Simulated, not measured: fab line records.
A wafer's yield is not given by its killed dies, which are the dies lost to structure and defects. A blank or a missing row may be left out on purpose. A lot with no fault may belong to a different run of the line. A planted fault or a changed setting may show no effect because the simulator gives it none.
The tool behind it: which one? -- flow n5Finfet -- 10 lots with 26 wafers sampled at 5 steps, on a route of 1938 steps

## WHAT THE GAUGES READ, wafer by wafer
The record lacks any reading of a measuring or inspecting step that a usual standard deviation could be used to judge.

## WHICH TOOL RAN EACH LOT (tool, then ch and the chambers of the sampled wafers, then the start)
lot,N5_BEOL_M13_DESCUM_33,N5_BEOL_M13_ETCH_67,N5_BEOL_M13_ETCH_68,N5_BEOL_M13_SPUTTER_43,N5_BEOL_M13_CMP_49
L654,"rieDiel-06 ch 0,1,3, day 11 19:36","rieDiel-06 ch 0,1,3, day 11 19:38","rieDiel-06 ch 0,1,3, day 11 19:47","pvdSputter-03, day 11 21:09","cmp-04 ch 1,3, day 11 22:05"
L655,"rieDiel-06 ch 1,3, day 12 01:54","rieDiel-06 ch 1,3, day 12 01:56","rieDiel-06 ch 1,3, day 12 02:05","pvdSputter-01, day 12 03:23","cmp-02 ch 0,2,3, day 12 04:30"
L660,"rieDiel-05 ch 1,2, day 13 09:44","rieDiel-05 ch 1,2, day 13 09:50","rieDiel-05 ch 1,2, day 13 10:01","pvdSputter-01, day 13 16:55","cmp-04 ch 0,3, day 13 17:41"
L657,"rieDiel-05 ch 0,2, day 13 13:24","rieDiel-05 ch 0,2, day 13 13:26","rieDiel-05 ch 0,2, day 13 13:35","pvdSputter-03, day 13 17:25","cmp-01 ch 0,1,3, day 13 18:16"
L665,"rieDiel-04 ch 2, day 14 15:16","rieDiel-04 ch 2, day 14 15:19","rieDiel-04 ch 2, day 14 15:27","pvdSputter-01, day 14 17:50","cmp-04 ch 0, day 14 18:45"
L667,"rieDiel-05 ch 2, day 14 22:07","rieDiel-05 ch 2, day 14 22:09","rieDiel-05 ch 2, day 14 22:18","pvdSputter-01, day 15 02:03","cmp-04 ch 0,2, day 15 02:52"
L666,"rieDiel-04 ch 1,2, day 15 05:36","rieDiel-04 ch 1,2, day 15 05:38","rieDiel-04 ch 1,2, day 15 05:47","pvdSputter-01, day 15 06:43","cmp-02 ch 1,2, day 15 07:32"
L672,"rieDiel-05 ch 0,1,3, day 16 03:51","rieDiel-05 ch 0,1,3, day 16 03:53","rieDiel-05 ch 0,1,3, day 16 04:02","pvdSputter-03, day 16 10:17","cmp-02 ch 0,2,3, day 16 11:17"
L671,"rieDiel-05 ch 0,2,3, day 16 14:26","rieDiel-05 ch 0,2,3, day 16 14:28","rieDiel-05 ch 0,2,3, day 16 14:37","pvdSputter-03, day 16 15:26","cmp-04 ch 0,2,3, day 16 16:23"
L673,"rieDiel-06 ch 0,1, day 17 05:22","rieDiel-06 ch 0,1, day 17 05:25","rieDiel-06 ch 0,1, day 17 05:34","pvdSputter-01, day 17 10:10","cmp-02 ch 0,1,2, day 17 10:59"
- N5_BEOL_M13_DESCUM_33: chemistry O2, time 7.9 s.
- N5_BEOL_M13_ETCH_67: etches SiARC in CF4, target depth 143 nm, time 238.3 s.
- N5_BEOL_M13_ETCH_68: etches SOC in N2/H2, time 355 s.
- N5_BEOL_M13_SPUTTER_43: material TaN, target thk 15 nm, time 24.19 s.
- N5_BEOL_M13_CMP_49: polishes, stops on SiOC, t overpolish 17.1 s, target thk 420 nm.

## AS READ BY THE TOOLS THEMSELVES (means over the sampled wafers that have a number; for cases with no such wafer, the mark the record gives instead)
N5_BEOL_M13_DESCUM_33. Usual: drypumpMotorCurrentA 5.4 A, standard deviation 0.45; oesProductAu 0.81 a.u., standard deviation 0.075; rfFwdPowerW 49.34 W, standard deviation 0.23; rfVppV 242.8 V, standard deviation 1.2; showerheadPlenumPTorr 2.07 Torr, standard deviation 0.061; throttleValvePct 20.5 %, standard deviation 0.32.
lot,tool,drypumpMotorCurrentA (A),oesProductAu (a.u.),rfFwdPowerW (W),rfVppV (V),showerheadPlenumPTorr (Torr),throttleValvePct (%),flag
L654,rieDiel-06,5.3,0.79,49.45,243.3,2.10,20.4,
L655,rieDiel-06,5.8,0.85,49.41,243.1,2.13,20.1,
L660,rieDiel-05,5.8,0.80,49.13,242.0,2.11,20.4,
L657,rieDiel-05,5.3,0.76,49.35,242.6,2.04,20.6,
L665,rieDiel-04,5.2,0.83,49.24,244.6,2.13,20.6,
L667,rieDiel-05,5.8,0.80,48.98,241.9,2.10,20.4,
L666,rieDiel-04,5.3,0.76,49.23,242.7,2.10,20.8,
L672,rieDiel-05,5.5,0.81,49.50,242.9,2.07,20.5,
L671,rieDiel-05,5.5,0.82,49.28,243.0,2.07,20.4,
L673,rieDiel-06,5.9,0.83,49.52,244.1,2.15,20.4,

N5_BEOL_M13_ETCH_67. Usual: drypumpMotorCurrentA is 5.4 A with standard deviation 0.45, etchRfOnTimeS is 242 s with standard deviation 7.3, oesProductAu is 0.69 a.u. with standard deviation 0.063, rfFwdPowerW is 543.1 W with standard deviation 1.7, rfVppV is 183.9 V with standard deviation 1.1, showerheadPlenumPTorr is 2.12 Torr with standard deviation 0.056, and throttleValvePct is 15.63 % with standard deviation 0.26.
lot,tool,drypumpMotorCurrentA (A),etchRfOnTimeS (s),oesProductAu (a.u.),rfFwdPowerW (W),rfVppV (V),showerheadPlenumPTorr (Torr),throttleValvePct (%),flag
L654,rieDiel-06,5.4,247,0.66,544.0,184.1,2.15,15.58,
L655,rieDiel-06,5.8,242,0.71,543.2,183.9,2.20,15.41,
L660,rieDiel-05,5.8,234,0.69,541.5,184.7,2.13,15.54,
L657,rieDiel-05,5.4,243,0.65,542.7,183.5,2.08,15.72,
L665,rieDiel-04,5.2,254,0.68,544.5,185.0,2.15,15.54,
L667,rieDiel-05,5.8,232,0.69,541.5,183.3,2.13,15.49,
L666,rieDiel-04,5.3,242,0.64,544.0,184.1,2.13,15.79,
L672,rieDiel-05,5.5,239,0.69,542.4,183.1,2.13,15.62,
L671,rieDiel-05,5.5,238,0.70,543.4,184.0,2.12,15.58,
L673,rieDiel-06,5.9,242,0.71,543.5,184.9,2.19,15.59,

N5_BEOL_M13_ETCH_68. Usual: drypumpMotorCurrentA 5.4 A, standard deviation 0.46; oesProductAu 0.81 a.u., standard deviation 0.074; rfFwdPowerW 2993 W, standard deviation 10; rfVppV 523.3 V, standard deviation 2.2; showerheadPlenumPTorr 2.52 Torr, standard deviation 0.07; throttleValvePct 17.8 %, standard deviation 0.3.
lot,tool,drypumpMotorCurrentA (A),oesProductAu (a.u.),rfFwdPowerW (W),rfVppV (V),showerheadPlenumPTorr (Torr),throttleValvePct (%),flag
L654,rieDiel-06,5.4,0.78,2996,523.7,2.56,17.8,
L655,rieDiel-06,5.8,0.84,2996,526.1,2.62,17.5,
L660,rieDiel-05,5.8,0.79,2978,523.0,2.55,17.7,
L657,rieDiel-05,5.3,0.75,2987,522.9,2.48,18.0,
L665,rieDiel-04,5.2,0.83,2980,524.5,2.58,17.9,
L667,rieDiel-05,5.8,0.79,3002,524.8,2.55,17.7,
L666,rieDiel-04,5.3,0.75,3003,523.3,2.54,18.0,
L672,rieDiel-05,5.6,0.82,2984,523.0,2.53,17.8,
L671,rieDiel-05,5.5,0.82,2995,524.3,2.53,17.8,
L673,rieDiel-06,5.8,0.84,2993,525.9,2.61,17.8,

N5_BEOL_M13_SPUTTER_43. Usual: biasV 168.4 V, standard deviation 1.8; throttleValvePct 30.1 %, standard deviation 0.94.
lot,tool,biasV (V),throttleValvePct (%),flag
L654,pvdSputter-03,169.9,30.7,
L655,pvdSputter-01,167.8,29.6,
L660,pvdSputter-01,168.3,29.4,
L657,pvdSputter-03,168.6,30.9,
L665,pvdSputter-01,167.2,29.7,
L667,pvdSputter-01,169.2,28.8,
L666,pvdSputter-01,170.7,29.4,
L672,pvdSputter-03,168.1,30.0,
L671,pvdSputter-03,168.2,31.2,
L673,pvdSputter-01,168.4,29.5,

N5_BEOL_M13_CMP_49. Usual: barrierFieldEndpointS 30.4 s, standard deviation 1; clearingPlatenDownForcePsi 1.500 psi, standard deviation 0.0031; edgeZonePressureFrac 1.000, standard deviation 0.0054; motorCurrentA 6.1 A, standard deviation 0.62; platenRpm 50.00 rpm, standard deviation 0.035.
lot,tool,barrierFieldEndpointS (s),clearingPlatenDownForcePsi (psi),edgeZonePressureFrac,motorCurrentA (A),platenRpm (rpm),flag
L654,cmp-04,31.2,1.499,1.000,5.4,50.04,
L655,cmp-02,29.4,1.501,1.006,6.3,49.99,
L660,cmp-04,30.8,1.500,0.998,5.8,50.03,
L657,cmp-01,31.5,1.499,0.999,5.6,50.03,
L665,cmp-04,25.3,1.502,1.001,5.1,50.03,OFF
L667,cmp-04,27.0,1.499,0.998,5.8,50.01,OFF
L666,cmp-02,26.0,1.498,1.004,6.6,50.00,OFF
L672,cmp-02,30.5,1.497,1.006,6.3,49.99,
L671,cmp-04,31.5,1.498,0.995,5.9,50.00,
L673,cmp-02,29.9,1.500,0.999,6.6,50.04,

## THE ANSWER, worked out from the rows above alone
Rule: a lot counts as off when the mean over its wafers that have a number is more than 3 standard deviations away from the usual mean. A lot without any number at a reading at which 4 lots or more have one is off too. All remaining lots with rows at the step are treated as sound. First the gauges in route order, then the tools' own readings, where a lot's mean is used as printed above. At the first step where some lot is off, the reading lying furthest off is the one used; lots without a number count as furthest.
Off at N5_BEOL_M13_CMP_49 (barrierFieldEndpointS): L665, L667, L666.
A tool fits if, at that step or a process step before it, it ran every lot that is off, and no sound lot after the first of them. Not one of the candidates tried fits.

## WHAT HAD BEEN PUT IN BY THE SIMULATOR
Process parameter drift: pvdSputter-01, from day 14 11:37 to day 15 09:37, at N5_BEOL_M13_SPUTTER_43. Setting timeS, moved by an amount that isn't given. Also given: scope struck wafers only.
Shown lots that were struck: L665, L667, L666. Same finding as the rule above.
